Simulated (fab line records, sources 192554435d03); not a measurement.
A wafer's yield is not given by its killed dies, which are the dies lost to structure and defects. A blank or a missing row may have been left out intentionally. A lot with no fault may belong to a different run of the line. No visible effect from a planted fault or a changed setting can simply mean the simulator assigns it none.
Chamber matching / flow n5-finfet / N5_SD_EPI_N_ETCH_45 on rie-diel-04 has 4 sister chambers
The step etches SiOCN in CH3F/O2, target depth 6 nm. 14 wafers are shown with their chamber, then 7 later ones without.

EACH WAFER AND ITS CHAMBER
wafer=L075.1; chamber=2; drypump-motor-current-A (A)=6.3; throttle-valve-pct (%)=23.2; showerhead-plenum-p-Torr (Torr)=2.13
wafer=L075.4; chamber=0; drypump-motor-current-A (A)=5.0; throttle-valve-pct (%)=23.6; showerhead-plenum-p-Torr (Torr)=1.96
wafer=L075.6; chamber=0; drypump-motor-current-A (A)=5.0; throttle-valve-pct (%)=23.6; showerhead-plenum-p-Torr (Torr)=1.96
wafer=L077.1; chamber=0; drypump-motor-current-A (A)=5.0; throttle-valve-pct (%)=23.7; showerhead-plenum-p-Torr (Torr)=1.96
wafer=L077.4; chamber=2; drypump-motor-current-A (A)=6.3; throttle-valve-pct (%)=23.2; showerhead-plenum-p-Torr (Torr)=2.12
wafer=L077.6; chamber=3; drypump-motor-current-A (A)=6.3; throttle-valve-pct (%)=22.9; showerhead-plenum-p-Torr (Torr)=2.03
wafer=L080.3; chamber=2; drypump-motor-current-A (A)=6.3; throttle-valve-pct (%)=23.2; showerhead-plenum-p-Torr (Torr)=2.12
wafer=L080.4; chamber=3; drypump-motor-current-A (A)=6.3; throttle-valve-pct (%)=22.9; showerhead-plenum-p-Torr (Torr)=2.02
wafer=L080.5; chamber=3; drypump-motor-current-A (A)=6.3; throttle-valve-pct (%)=22.9; showerhead-plenum-p-Torr (Torr)=2.02
wafer=L083.2; chamber=3; drypump-motor-current-A (A)=6.3; throttle-valve-pct (%)=22.9; showerhead-plenum-p-Torr (Torr)=2.02
wafer=L083.3; chamber=2; drypump-motor-current-A (A)=6.3; throttle-valve-pct (%)=23.2; showerhead-plenum-p-Torr (Torr)=2.12
wafer=L083.4; chamber=0; drypump-motor-current-A (A)=5.0; throttle-valve-pct (%)=23.7; showerhead-plenum-p-Torr (Torr)=1.96
wafer=L090.1; chamber=1; drypump-motor-current-A (A)=5.8; throttle-valve-pct (%)=23.1; showerhead-plenum-p-Torr (Torr)=2.06
wafer=L090.2; chamber=0; drypump-motor-current-A (A)=4.9; throttle-valve-pct (%)=23.7; showerhead-plenum-p-Torr (Torr)=1.95

SIGNATURES (averages over the wafers above)
reading=drypump-motor-current-A; chamber 0=4.980; chamber 1=5.800; chamber 2=6.300; chamber 3=6.300; scatter within a chamber=0.0283
reading=throttle-valve-pct; chamber 0=23.660; chamber 1=23.100; chamber 2=23.200; chamber 3=22.900; scatter within a chamber=0.0346
reading=showerhead-plenum-p-Torr; chamber 0=1.9580; chamber 1=2.0600; chamber 2=2.1225; chamber 3=2.0225; scatter within a chamber=0.0048
Rule: distance of a wafer from a chamber = root of the sum over the readings of ((wafer's reading minus chamber's mean) / reading's scatter) squared. If the next closest chamber is less than 2 further off than the closest, the wafer can't be placed; otherwise it belongs to the closest. The scatter is the square root of a quotient: the sum, over the shown wafers, of each reading's squared deviation from its chamber's mean, divided by wafers minus chambers.

WAFERS MISSING THEIR CHAMBER
wafer=L090.3; drypump-motor-current-A (A)=6.3; throttle-valve-pct (%)=22.9; showerhead-plenum-p-Torr (Torr)=2.02
wafer=L094.1; drypump-motor-current-A (A)=5.0; throttle-valve-pct (%)=23.7; showerhead-plenum-p-Torr (Torr)=1.95
wafer=L094.2; drypump-motor-current-A (A)=5.8; throttle-valve-pct (%)=23.1; showerhead-plenum-p-Torr (Torr)=2.06
wafer=L094.5; drypump-motor-current-A (A)=6.3; throttle-valve-pct (%)=23.3; showerhead-plenum-p-Torr (Torr)=2.11
wafer=L096.1; drypump-motor-current-A (A)=5.8; throttle-valve-pct (%)=23.1; showerhead-plenum-p-Torr (Torr)=2.06
wafer=L096.2; drypump-motor-current-A (A)=6.3; throttle-valve-pct (%)=22.9; showerhead-plenum-p-Torr (Torr)=2.01
wafer=L096.6; drypump-motor-current-A (A)=5.0; throttle-valve-pct (%)=23.7; showerhead-plenum-p-Torr (Torr)=1.95

THE CHAMBER EACH PASSED THROUGH
wafer=L090.3; from the rows above=3; in truth=3
wafer=L094.1; from the rows above=0; in truth=0
wafer=L094.2; from the rows above=1; in truth=1
wafer=L094.5; from the rows above=2; in truth=2
wafer=L096.1; from the rows above=1; in truth=1
wafer=L096.2; from the rows above=3; in truth=3
wafer=L096.6; from the rows above=0; in truth=0
Placed correctly: 7 of 7. From these rows, 0 cannot be placed. Wrongly placed: 0.
